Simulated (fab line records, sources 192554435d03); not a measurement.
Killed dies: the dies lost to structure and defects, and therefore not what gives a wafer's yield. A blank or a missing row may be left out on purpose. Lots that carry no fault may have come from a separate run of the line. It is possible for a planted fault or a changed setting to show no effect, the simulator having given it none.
fab line records	flow n5-finfet
[record] lots = 7	wafers = 19	last-day = 20
route steps=1938 shown SD_EPI_N@294 SD_EPI_P@295 BEOL_M4@1111 PASSIVATION@1936
lots untouched by any fault: they come from a run of this same line in which no faults occurred
start-h: hours from the record's first day to the start of the lot's first wafer shown	wait-h: hours since the lot's step before	" repeats the value in the row above	L1.1+2: one row covering several wafers at once	- value missing, or start not given	* or withheld: withheld	< > ~ a bound
route shown NAME@n: names a module that has steps shown in the file, with the first one's number in the route	usual: mean/standard deviation of fault-free wafers	same: alike in all rows	chamber/n: place in a boat	sites: each site's reading	_std_site: how widely they spread, as a standard deviation	_edge_site: outer sites' mean less inner sites'	radius-mm: how far each site lies from the wafer's centre	mask NAME#n: copy n	behind: tool/chamber where the wafer was last shaped	hold: reason for holding the lot/hours on hold/outcome of the hold	device: which transistor (n, p or np) failed to switch	end of line: tests of these same wafers at the route's end	step lacking rows: just its recipe	killed: dies that structure and defects cost at the first sort, which is not the same as the wafer's yield	map: a wafer's dies, x killed, . not, _ none there
set.NAME: setting as actually run; set.NAME@STEP: the setting as run at that earlier step	model.NAME: the simulator's own value behind a step, which no gauge read
lots seen at some steps along the route; tables by step, rows by wafer
services: the hour from which a tool's chamber was out of use, counted from the record's first day as start-h (under 0 if before that day), plus the number of hours and why
[[steps]]
[step N5_SD_EPI_N_INSPECT_26]
[recipe] inspect-instrument = darkfield	mode = post-epi
[usual] raw-defect-count = 204/43
lot.wafer	tool	chamber	start-h	wait-h	raw-defect-count
L402.1	defect-inspect-01	-	77.42	0.1	186
L402.4	"	-	"	"	218
L402.5	"	-	"	"	300
L403.2	defect-inspect-01	-	82.71	0.1	172
L403.3	"	-	"	"	168
L403.4	"	-	"	"	162
L407.3	defect-inspect-02	-	110.95	0.1	208
L407.6	"	-	"	"	255
L409.2	defect-inspect-01	-	122.16	0.1	164
L409.3	"	-	"	"	154
L411.1	defect-inspect-02	-	132.12	0.1	175
L411.3	"	-	"	"	156
L411.5	"	-	"	"	128
L419.1	defect-inspect-01	-	177.89	0.1	237
L419.3	"	-	"	"	232
L419.4	"	-	"	"	203
L420.3	defect-inspect-01	-	185.87	0.1	195
L420.5	"	-	"	"	222
L420.6	"	-	"	"	234
[step N5_SD_EPI_P_COAT_34]
[recipe] resist = SOC	temp-c = 250	time-s = 60	spin-rpm = 1500	resist-thk-nm = 350
[step N5_SD_EPI_P_COAT_35]
[recipe] resist = SiARC	temp-c = 220	time-s = 60	spin-rpm = 1500	resist-thk-nm = 35
[step N5_SD_EPI_P_COAT_03]
[recipe] resist = CAR-ArF-block	spin-rpm = 1500	resist-thk-nm = 150
[step N5_SD_EPI_P_EBR_05]
[recipe] solvent = PGMEA	ebr-width-mm = 1.5
[step N5_SD_EPI_P_SOFTBAKE_04]
[recipe] temp-c = 110	time-s = 60	resist = CAR-ArF-block
[step N5_SD_EPI_P_EXPOSE_06]
[recipe] mask-id = SD_P_BLK	na = 1.35	source-shape = conventional	sigma-outer = 0.8	polarization = unpolarized	target-cd-nm = 240	dose-mj = 39.5
[step N5_SD_EPI_P_PEB_07]
[recipe] peb-temp-c = 110	peb-time-s = 60	resist = CAR-ArF-block
[step N5_SD_EPI_P_DEVELOP_08]
[recipe] develop-time-s = 30	developer = TMAH	resist = CAR-ArF-block	dev-temp-c = 23	rinse-liquid = diw	dry = air-spin
[step N5_SD_EPI_P_CD_MEAS_09]
[recipe] target-cd-nm = 240	landing-energy-ev = 500	detector = se-inlens
[usual] cd-nm = 240.2/0.66
lot.wafer	tool	chamber	start-h	wait-h	cd-nm
L402.1	cd-sem-02	0	77.70	-	240.5
L402.4	"	0	"	"	240.0
L402.5	"	0	"	"	239.1
L403.2	cd-sem-03	0	83.11	-	239.6
L403.3	"	0	"	"	239.8
L403.4	"	0	"	"	239.8
L407.3	cd-sem-01	0	111.35	-	240.4
L407.6	"	0	"	"	241.1
L409.2	cd-sem-02	0	122.56	-	241.0
L409.3	"	0	"	"	239.9
L411.1	cd-sem-03	0	132.40	-	239.6
L411.3	"	0	"	"	239.6
L411.5	"	0	"	"	239.2
L419.1	cd-sem-02	0	178.29	-	240.1
L419.3	"	0	"	"	240.5
L419.4	"	0	"	"	239.8
L420.3	cd-sem-02	0	186.15	-	240.5
L420.5	"	0	"	"	240.8
L420.6	"	0	"	"	241.2
[step N5_SD_EPI_P_OVL_MEAS_10]
[recipe] points-per-wafer = 44
[usual] SD_P_BLK_OVL = -0.9/0.81
lot.wafer	tool	chamber	start-h	wait-h	SD_P_BLK_OVL[nm]
L402.1	overlay-02	0	77.73	0.0	0.8
L402.4	"	0	"	"	1.8
L402.5	"	0	"	"	-1.4
L403.2	overlay-02	0	83.14	0.0	-2.6
L403.3	"	0	"	"	-0.6
L403.4	"	0	"	"	-2.1
L407.3	overlay-02	0	111.38	0.0	-1.0
L407.6	"	0	"	"	-0.4
L409.2	overlay-01	0	122.59	0.0	-0.1
L409.3	"	0	"	"	-1.1
L411.1	overlay-01	0	132.43	0.0	-0.3
L411.3	"	0	"	"	-1.1
L411.5	"	0	"	"	0.2
L419.1	overlay-01	0	178.32	0.0	-0.3
L419.3	"	0	"	"	-1.4
L419.4	"	0	"	"	0.4
L420.3	overlay-01	0	186.18	0.0	-0.1
L420.5	"	0	"	"	-1.4
L420.6	"	0	"	"	-0.9
[step N5_SD_EPI_P_INSPECT_11]
[recipe] mode = adi	inspect-instrument = macro
[usual] raw-defect-count = 2.2/1.5
lot.wafer	tool	chamber	start-h	wait-h	raw-defect-count
L402.1	defect-inspect-01	-	77.75	0.0	0
L402.4	"	-	"	"	0
L402.5	"	-	"	"	3
L403.2	defect-inspect-02	-	83.17	0.0	3
L403.3	"	-	"	"	2
L403.4	"	-	"	"	0
L407.3	defect-inspect-01	-	111.40	0.0	3
L407.6	"	-	"	"	1
L409.2	defect-inspect-01	-	122.61	0.0	3
L409.3	"	-	"	"	2
L411.1	defect-inspect-01	-	132.45	0.0	2
L411.3	"	-	"	"	1
L411.5	"	-	"	"	2
L419.1	defect-inspect-01	-	178.35	0.0	0
L419.3	"	-	"	"	3
L419.4	"	-	"	"	2
L420.3	defect-inspect-01	-	186.20	0.0	2
L420.5	"	-	"	"	2
L420.6	"	-	"	"	2
[step N5_SD_EPI_P_DESCUM_14]
[recipe] chemistry = O2	time-s = 7.9	source-power-w = 50	bias-power-w = 20	pressure-mtorr = 20	rf-frequency-hz = 2.712e+07	temp-c = 40	resist = CAR-ArF-block	o2-flow-sccm = 225
[usual] drypump-motor-current-A = 5.7/0.34	oes-product-au = 0.75/0.075	rf-vpp-V = 242.7/1.5	showerhead-plenum-p-Torr = 2.06/0.084	throttle-valve-pct = 20.46/0.29
lot.wafer	tool	chamber	start-h	wait-h	drypump-motor-current-A	oes-product-au	rf-hours-counter-h	rf-vpp-V	showerhead-plenum-p-Torr	throttle-valve-pct	model.CAR-ArF-block_of_SD_EPI_P_COAT_03.thk-nm
L402.1	rie-diel-06	2	77.78	0.0	6.1	0.70	195	241.4	1.98	20.26	143.4
L402.4	"	0	"	"	5.9	0.75	162	241.7	2.00	20.55	143
L402.5	"	3	"	"	5.7	0.71	-	244.5	2.06	20.78	143.6
L403.2	rie-diel-02	0	83.20	0.0	5.1	0.77	152	243.6	2.18	20.14	143.6
L403.3	"	2	"	"	6.1	0.79	119	243.3	2.19	19.98	144
L403.4	"	3	"	"	5.2	0.83	83	241.0	1.94	20.27	144
L407.3	rie-diel-06	0	111.55	0.1	5.9	0.74	172	241.3	2.00	20.57	144
L407.6	"	0	"	"	5.9	0.75	-	240.8	2.00	20.57	143
L409.2	rie-diel-06	3	122.65	0.0	5.7	0.71	203	242.9	2.06	20.81	143.4
L409.3	"	2	"	"	6.0	0.70	208	241.8	1.98	20.28	144.4
L411.1	rie-diel-06	3	132.48	0.0	5.7	0.71	206	242.3	2.06	20.82	143.2
L411.3	"	1	"	"	5.6	0.98	1	242.8	2.05	20.41	144
L411.5	"	0	"	"	5.9	0.74	-	241.8	1.99	20.58	143.4
L419.1	rie-diel-05	3	178.38	0.0	5.7	0.69	240	243.5	2.15	20.85	142.2
L419.3	"	2	"	"	5.2	0.76	143	241.6	2.01	20.94	143
L419.4	"	0	"	"	5.9	0.68	249	242.3	2.06	20.79	142.8
L420.3	rie-diel-05	1	186.23	0.0	5.4	0.74	151	242.9	2.09	20.32	142
L420.5	"	2	"	"	5.2	0.76	-	241.7	2.01	20.95	142.6
L420.6	"	1	"	"	5.3	0.73	-	241.7	2.09	20.33	142.8
[step N5_SD_EPI_P_ETCH_36]
[recipe] chemistry = CF4	target = SiARC	target-depth-a = 455	mask-material = CAR-ArF-block	time-s = 75.8	ion-energy-ev = 80	pressure-mtorr = 40	source-w = 545	bias-w = 36	Ar_flow_sccm = 100	cf4-flow-sccm = 100	ends = cleared
[usual] bias-w = 35.99/0.11	drypump-motor-current-A = 5.7/0.34	etch-rf-on-time-s = 75.9/1.2	oes-product-au = 0.64/0.065	rf-vpp-V = 183.8/1.3	showerhead-plenum-p-Torr = 2.12/0.081	throttle-valve-pct = 15.69/0.27
lot.wafer	tool	chamber	start-h	wait-h	bias-w	drypump-motor-current-A	etch-rf-on-time-s	oes-product-au	rf-hours-counter-h	rf-vpp-V	showerhead-plenum-p-Torr	throttle-valve-pct	model.CAR-ArF-block_of_SD_EPI_P_COAT_03.thk-nm
L402.1	rie-diel-06	2	77.82	0.0	35.99	6.0	76.4	0.60	195	182.0	2.04	15.54	111
L402.4	"	0	"	"	35.86	5.9	76.6	0.63	162	182.2	2.06	15.76	110.6
L402.5	"	3	"	"	35.88	5.7	76.5	0.61	-	183.6	2.13	16.06	111.2
L403.2	rie-diel-02	0	83.23	0.0	36.03	5.1	75.1	0.66	152	186.0	2.23	15.39	111
L403.3	"	2	"	"	35.95	6.1	75.5	0.67	119	185.3	2.24	15.28	111.4
L403.4	"	3	"	"	36.00	5.2	74.2	0.71	83	181.9	2.00	15.51	111.4
L407.3	rie-diel-06	0	111.59	0.0	35.91	5.9	76.9	0.62	172	182.7	2.05	15.79	111.4
L407.6	"	0	"	"	35.90	5.9	76.2	0.63	-	182.2	2.05	15.79	110.6
L409.2	rie-diel-06	3	122.68	0.0	36.03	5.7	76.0	0.60	203	184.7	2.12	16.09	111
L409.3	"	2	"	"	35.88	6.1	75.9	0.60	208	183.1	2.04	15.56	111.8
L411.1	rie-diel-06	3	132.52	0.0	36.01	5.7	76.6	0.60	206	185.9	2.12	16.09	110.8
L411.3	"	1	"	"	35.90	5.6	74.8	0.85	1	184.0	2.11	15.51	111.4
L411.5	"	0	"	"	35.87	5.9	77.1	0.62	-	182.5	2.05	15.80	110.8
L419.1	rie-diel-05	3	178.42	0.0	35.72	5.7	77.5	0.59	240	185.8	2.20	16.06	109.8
L419.3	"	2	"	"	35.98	5.2	76.0	0.65	143	183.7	2.06	16.05	110.4
L419.4	"	0	"	"	35.90	5.9	76.0	0.58	249	183.7	2.11	16.03	110.4
L420.3	rie-diel-05	1	186.27	0.0	35.91	5.3	73.3	0.64	151	184.0	2.14	15.55	109.8
L420.5	"	2	"	"	35.91	5.2	75.3	0.65	-	183.4	2.06	16.06	110.2
L420.6	"	1	"	"	35.86	5.4	73.6	0.64	-	184.1	2.14	15.55	110.6
[step N5_SD_EPI_P_ETCH_37]
[recipe] chemistry = N2/H2	target = SOC	overetch-a = 1080	mask-material = SiARC	temp-c = 40	ion-energy-ev = 100	source-w = 3000	bias-w = 133	pressure-mtorr = 20	time-s = 486	n2-flow-sccm = 200	h2-flow-sccm = 200	ends = end-point
[usual] bias-w = 133.0/0.37	drypump-motor-current-A = 5.7/0.35	oes-product-au = 0.68/0.063	rf-vpp-V = 240.3/1.6	showerhead-plenum-p-Torr = 2.51/0.1	throttle-valve-pct = 24.0/0.36
lot.wafer	tool	chamber	start-h	wait-h	bias-w	drypump-motor-current-A	oes-product-au	rf-hours-counter-h	rf-vpp-V	showerhead-plenum-p-Torr	throttle-valve-pct
L402.1	rie-diel-06	2	77.87	0.0	132.8	6.1	0.64	195	239.8	2.42	23.8
L402.4	"	0	"	"	132.7	5.9	0.68	162	238.7	2.43	24.2
L402.5	"	3	"	"	133.1	5.7	0.63	-	241.5	2.52	24.3
L403.2	rie-diel-02	0	83.29	0.0	131.8	5.1	0.69	152	242.1	2.65	23.4
L403.3	"	2	"	"	132.7	6.1	0.69	119	241.0	2.66	23.6
L403.4	"	3	"	"	133.1	5.1	0.73	83	237.3	2.36	23.5
L407.3	rie-diel-06	0	111.64	0.0	132.8	5.9	0.66	172	239.5	2.43	24.2
L407.6	"	0	"	"	133.1	5.9	0.67	-	238.4	2.43	24.2
L409.2	rie-diel-06	3	122.74	0.0	133.0	5.7	0.63	203	240.0	2.51	24.3
L409.3	"	2	"	"	133.4	6.1	0.63	208	238.6	2.41	23.8
L411.1	rie-diel-06	3	132.57	0.0	132.2	5.7	0.62	206	239.8	2.51	24.3
L411.3	"	1	"	"	133.2	5.6	0.87	1	240.3	2.50	24.0
L411.5	"	0	"	"	133.6	5.9	0.66	-	240.0	2.43	24.2
L419.1	rie-diel-05	3	178.47	0.0	133.1	5.7	0.62	240	241.2	2.61	24.3
L419.3	"	2	"	"	132.9	5.2	0.68	143	239.6	2.45	24.6
L419.4	"	0	"	"	132.8	5.9	0.62	249	239.9	2.50	24.3
L420.3	rie-diel-05	1	186.32	0.0	132.4	5.4	0.67	151	241.1	2.54	23.6
L420.5	"	2	"	"	133.0	5.2	0.67	-	239.6	2.45	24.6
L420.6	"	1	"	"	133.0	5.4	0.66	-	241.1	2.54	23.6
[step N5_BEOL_M4_RC_MEAS_101]
[usual] DIBL_N = 36.6/1.1	DIBL_P = 36.7/1.5	IOFF_N = 0.155/0.019	IOFF_P = 0.208/0.025	ION_N = 673/8.5	ION_P = 462/5.9	SS_N = 71.6/0.58	SS_P = 73.5/0.51	VT_N = 250.7/2.4	VT_P = -251/3
lot.wafer	tool	chamber	start-h	wait-h	DIBL_N[mV/V]	DIBL_P[mV/V]	IOFF_N[nA/um]	IOFF_P[nA/um]	ION_N[uA/um]	ION_P[uA/um]	SS_N[mV/dec]	SS_P[mV/dec]	VT_N[mV]	VT_P[mV]
L402.1	prober-01	0	252.60	0.0	37.4	35.9	0.151	0.179	670	456	70.6	73.9	251.3	-254
L402.4	"	0	"	"	37.0	37.7	0.160	0.200	673	465	70.4	74.1	248.7	-251
L402.5	"	0	"	"	37.0	37.4	0.156	0.195	680	461	70.6	73.5	252.4	-251
L407.3	prober-01	0	258.57	0.3	35.2	36.6	0.134	0.184	656	452	71.9	72.9	256.9	-252
L407.6	"	0	"	"	36.6	38.2	0.157	0.207	678	459	72.0	73.7	251.2	-254
L403.2	prober-02	0	266.49	0.2	37.5	38.2	0.196	0.239	695	469	71.9	73.6	247.3	-248
L403.3	"	0	"	"	37.1	38.3	0.180	0.236	675	462	72.4	74.7	250.0	-249
L403.4	"	0	"	"	37.5	38.4	0.197	0.236	689	464	72.1	73.0	246.1	-248
L409.2	prober-02	0	287.17	0.2	37.0	34.2	0.137	0.187	671	457	71.1	72.9	251.6	-252
L409.3	"	0	"	"	39.3	36.8	0.178	0.219	679	458	72.2	72.7	248.1	-251
L411.1	prober-02	0	306.66	0.0	34.8	34.9	0.145	0.209	676	468	71.6	72.8	249.8	-250
L411.3	"	0	"	"	35.7	36.0	0.158	0.227	675	472	72.1	72.8	249.3	-249
L411.5	"	0	"	"	36.3	36.2	0.171	0.227	664	458	71.3	73.5	248.0	-247
L419.1	prober-01	0	362.52	0.0	38.1	38.4	0.175	0.242	679	469	72.2	73.8	251.6	-250
L419.3	"	0	"	"	38.3	38.0	0.182	0.255	688	470	71.6	74.1	247.4	-248
L419.4	"	0	"	"	37.1	37.0	0.161	0.223	684	471	72.1	73.3	249.7	-250
L420.3	prober-02	0	372.35	0.3	37.1	38.0	0.176	0.185	674	450	71.6	73.0	249.9	-257
L420.5	"	0	"	"	33.8	33.8	0.120	0.137	663	445	70.9	72.6	255.7	-262
L420.6	"	0	"	"	37.8	38.6	0.186	0.206	683	455	71.5	73.8	249.4	-254
[step N5_PASSIVATION_PROBE_49]
[usual] defect-limited-yield = 91.2/1.4	killed_at_M0_to_M3 = 36/11	killed_at_M4_up = 14/5.6	killed-at-contacts = 12/5.9	killed-at-front-end = 38/13	killed-at-other = 3.5/2.7	killed-dies = 104/17	killed-open = 68/12	killed-short = 34/8.2	sort_bin_5_function = 5.1/0.95	sort_bin_6_memory = 3.3/0.7	sort-n-pass = 1076/17	sort-yield-pct = 91.2/1.4
[same] gross-dies = 1180	killed-at-back-side = 0	sort_bin_4_leakage[%] = 0	sort_bin_8_speed[%] = 0
lot.wafer	tool	chamber	start-h	wait-h	defect-limited-yield[%]	killed_at_M0_to_M3	killed_at_M4_up	killed-at-contacts	killed-at-front-end	killed-at-other	killed-dies	killed-open	killed-short	sort_bin_5_function[%]	sort_bin_6_memory[%]	sort-n-pass	sort-yield-pct[%]
L402.1	prober-02	-	357.77	0.0	92.0	51	12	3	24	4	94	54	39	5.1	2.8	1086	92.0
L402.4	prober-02	-	357.92	0.2	88.4	49	19	11	51	7	137	81	55	6.7	4.6	1043	88.4
L402.5	prober-02	-	357.97	0.2	88.3	51	21	10	51	5	138	100	37	6.5	4.6	1042	88.3
L407.3	prober-01	-	373.88	0.1	91.9	23	15	26	22	9	95	60	35	5.3	2.6	1085	91.9
L407.6	prober-01	-	374.03	0.3	90.8	57	6	20	18	7	108	71	36	5.3	3.6	1072	90.8
L403.2	prober-01	-	377.35	0.1	91.4	47	12	12	28	3	102	66	35	5.3	2.8	1078	91.4
L403.3	prober-01	-	377.40	0.1	92.3	50	11	11	18	1	91	63	25	3.7	3.4	1089	92.3
L403.4	prober-01	-	377.45	0.2	91.4	35	19	19	25	3	101	64	35	5.2	3.1	1079	91.4
// killed by level:class
L402.1 BEOL_M3:geometric-particle:open=15 BEOL_M0_SAQP:geometric-particle:short=11 STI_FIN_REVEAL:geometric-particle:open=7 BEOL_M0_SAQP:geometric-particle:open=6 BEOL_M2:geometric-particle:open=6 FIN_SAQP:geometric-particle:open=5 BEOL_M1:geometric-particle:open=5 BEOL_M5:geometric-particle:short=4
L402.4 BEOL_M0_SAQP:geometric-particle:short=16 FIN_SAQP:geometric-particle:open=13 BEOL_M0_SAQP:geometric-particle:open=13 FIN_SAQP:geometric-particle:short=12 BEOL_M1:geometric-particle:open=11 BEOL_M4:geometric-particle:open=10 MOL_CONTACT_COAG:geometric-particle:open=8 STARTING-WAFER:geometric-particle:open=5
L402.5 BEOL_M3:geometric-particle:open=18 BEOL_M1:geometric-particle:open=18 FIN_SAQP:geometric-particle:short=15 FIN_SAQP:geometric-particle:open=15 BEOL_M4:geometric-particle:open=9 MOL_CONTACT_COAG:geometric-particle:open=9 BEOL_M8:geometric-particle:open=5 BEOL_M1:geometric-particle:short=4
L407.3 MOL_CONTACT_COAG:geometric-particle:open=23 BEOL_M2:geometric-particle:open=8 BEOL_M4:geometric-particle:open=6 BEOL_M2:geometric-particle:short=6 STI_FIN_REVEAL:geometric-particle:open=4 GATE_CUT:geometric-particle:short=3 MOL_CONTACT_COAG:geometric-particle:short=3 BEOL_M0_SAQP:geometric-particle:short=3
L407.6 MOL_CONTACT_COAG:geometric-particle:open=17 BEOL_M3:geometric-particle:open=14 BEOL_M0_SAQP:geometric-particle:open=11 BEOL_M0_SAQP:geometric-particle:short=11 BEOL_M2:geometric-particle:open=7 MIM_TOP_ETCH:geometric-particle:short=5 STARTING-WAFER:geometric-particle:open=5 BEOL_M2:geometric-particle:short=4
L403.2 BEOL_M0_SAQP:geometric-particle:open=12 MOL_CONTACT_COAG:geometric-particle:open=11 BEOL_M0_SAQP:geometric-particle:short=10 FIN_SAQP:geometric-particle:open=8 GATE_CUT:geometric-particle:short=6 BEOL_M1:geometric-particle:open=6 BEOL_M2:geometric-particle:open=6 FIN_SAQP:geometric-particle:short=4
L403.3 BEOL_M0_SAQP:geometric-particle:open=14 MOL_CONTACT_COAG:geometric-particle:open=10 BEOL_M2:geometric-particle:open=10 BEOL_M0_SAQP:geometric-particle:short=8 BEOL_M1:geometric-particle:open=8 BEOL_M3:geometric-particle:open=4 STARTING-WAFER:geometric-particle:short=4 FIN_SAQP:geometric-particle:open=3
L403.4 MOL_CONTACT_COAG:geometric-particle:open=13 BEOL_M0_SAQP:geometric-particle:short=12 BEOL_M0_SAQP:geometric-particle:open=10 BEOL_M4:geometric-particle:open=9 MOL_CONTACT_COAG:geometric-particle:short=5 BEOL_M2:geometric-particle:open=5 BEOL_M3:geometric-particle:open=5 GATE_CUT:geometric-particle:short=4
[[services]]
tool	chamber	start-h	hours	kind
rie-diel-05	1	55.03	3.1	repair
rie-diel-05	3	55.79	35.7	repair
rie-diel-06	1	97.19	-	clean
rie-diel-06	1	97.19	-	consumable-replace:focus-ring
rie-diel-06	1	97.19	17.4	scheduled-down
rie-diel-06	1	97.19	17.4	vent-cycle
rie-diel-06	1	114.94	7.7	repair
rie-diel-06	1	125.01	2.9	repair
rie-diel-02	1	128.96	-	clean
rie-diel-02	1	128.96	-	consumable-replace:focus-ring
rie-diel-02	1	128.96	27.2	scheduled-down
rie-diel-02	1	128.96	27.2	vent-cycle
rie-diel-05	3	137.84	4.4	repair
rie-diel-02	0	167.44	8.3	repair
rie-diel-05	-	180.15	0.6	repair
[[key]]
first-sign none at tools or gauges
[model-effect] step = N5_SD_EPI_P_DESCUM_14	value = CAR-ArF-block_of_SD_EPI_P_COAT_03.thk-nm	without = 143	struck = 144.1
[model-effect] step = N5_SD_EPI_P_ETCH_36	value = CAR-ArF-block_of_SD_EPI_P_COAT_03.thk-nm	without = 110.5	struck = 111.5
met-at N5_SD_EPI_P_DESCUM_14
struck-wafers L407.3,L409.3,L411.3
onset-between 77.78 111.55
[fault] kind = process-parameter-drift	tool = rie-diel-06	chamber = -	onset-h = 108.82	steps = N5_SD_EPI_P_DESCUM_14	channel = time-s	offset = *	shape = step	end-h = 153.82	scope = struck-wafers-only	acts-in = *	stated = *
